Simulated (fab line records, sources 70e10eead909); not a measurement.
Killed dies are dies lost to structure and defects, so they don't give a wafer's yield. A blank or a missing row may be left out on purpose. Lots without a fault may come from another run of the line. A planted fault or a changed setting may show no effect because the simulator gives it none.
Problem report in the 8D (eight disciplines) form, filled by code | flow nand_harc | the parts of the form that need people (team, actions taken, sign-off) are left out

1. THE PROBLEM
thk_nm at NHARC_A_M1_THK_MEAS_24 reads a mean of 146.2 nm on 1 wafer of 1 lot; wafers without a fault read 155.1 nm with a standard deviation of 1.8. That is -4.9 standard deviations from the usual mean.
The step: measures by xrf.
First seen on wafer L154.4, day 22 05:14, on film_metro-01. The record holds 36 wafers of 13 lots with a number at this step. Rule for "out", or "out of limits": more than 4 standard deviations from the usual mean. The other wafers with a number count as sound.

2. WHAT IT IS AND WHAT IT IS NOT
question                    | is                | is not
which readings at this step | thk_nm            | -
which lots                  | L154              | L140, L141, L142, L143, L145, L146, L147, L148, L151, L156, L159, L160
which wafers of those lots  | L154.4            | L154.3
read on which gauges        | film_metro-01     | film_metro-02
when                        | from day 22 05:14 | up to then (26 sound wafers); but 9 sound wafers of L156, L159, L160 came after

3. SUSPECTS, AND WHAT RULES EACH OUT
Counting: a tool at a process step up to the reading stays a suspect if it ran every lot that is out. Sound lots after the first of them don't rule it out here, since some wafers of a struck lot are sound.
- the gauge at NHARC_A_M1_THK_MEAS_24: ruled out. All the wafers that are out were read on film_metro-01, but those of them that NHARC_A_M1_CMP_23 has rows for are out there too, on other tools.
- pvd_sputter-02 at NHARC_A_M1_DEGAS_29 (time 60 s): kept. It ran the lot that is out, L154 (day 22 03:48); its last sound lot up to then is L148 (day 20 08:07).
- cmp-01 at NHARC_A_M1_CMP_23 (polishes, t overpolish 20 s, target thk 154.34 nm): kept. It ran the lot that is out, L154 (day 22 04:56); its last sound lot up to then is L151 (day 21 09:26). Its own readings are out on those wafers: time_to_endpoint_s.
- Within cmp-01 at NHARC_A_M1_CMP_23: the wafers that are out ran in chamber 2; their sound lot-mates ran in chamber 1.
Left after counting: pvd_sputter-02 at NHARC_A_M1_DEGAS_29, cmp-01 at NHARC_A_M1_CMP_23.

4. THE CAUSE (what the simulator had put in)
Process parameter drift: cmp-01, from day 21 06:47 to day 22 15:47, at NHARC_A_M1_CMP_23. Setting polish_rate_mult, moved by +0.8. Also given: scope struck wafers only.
Counting left 2 suspects, and this tool is among them.

5. THE CHAIN OF EFFECTS, in route order
Each row: a reading whose mean over the struck wafers that have a number lies more than 3 standard deviations from the usual. Only readings for which the record gives a usual standard deviation are gone through. hours: the time from each lot's start at the first step in this table that gives one to its start at this step, as a median over the lots. sigmas: the change in usual standard deviations.
hours | step                   | reading            | usual    | on struck wafers | change | sigmas
0     | NHARC_A_M1_CMP_23      | time_to_endpoint_s | 31 s     | 15               | -16    | -4.8
0     | NHARC_A_M1_THK_MEAS_24 | thk_nm             | 155.1 nm | 146.2            | -8.9   | -4.9
The process steps in it:
- NHARC_A_M1_CMP_23: polishes, t overpolish 20 s, target thk 154.34 nm.

6. WHAT WOULD HAVE CAUGHT IT SOONER
In this record the first reading out of limits at a measuring or inspecting step was taken at day 22 05:14, 22 hours after the fault began at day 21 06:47.
The tool's own readings at NHARC_A_M1_CMP_23 were out on every struck wafer that the step has a row for (time_to_endpoint_s): an alarm limit on them would have fired on the first of those.
All the lots that are out (1) had begun NHARC_A_M1_CMP_23 on cmp-01 by day 22 05:14. A hold on the tool at that time would have spared none of them.
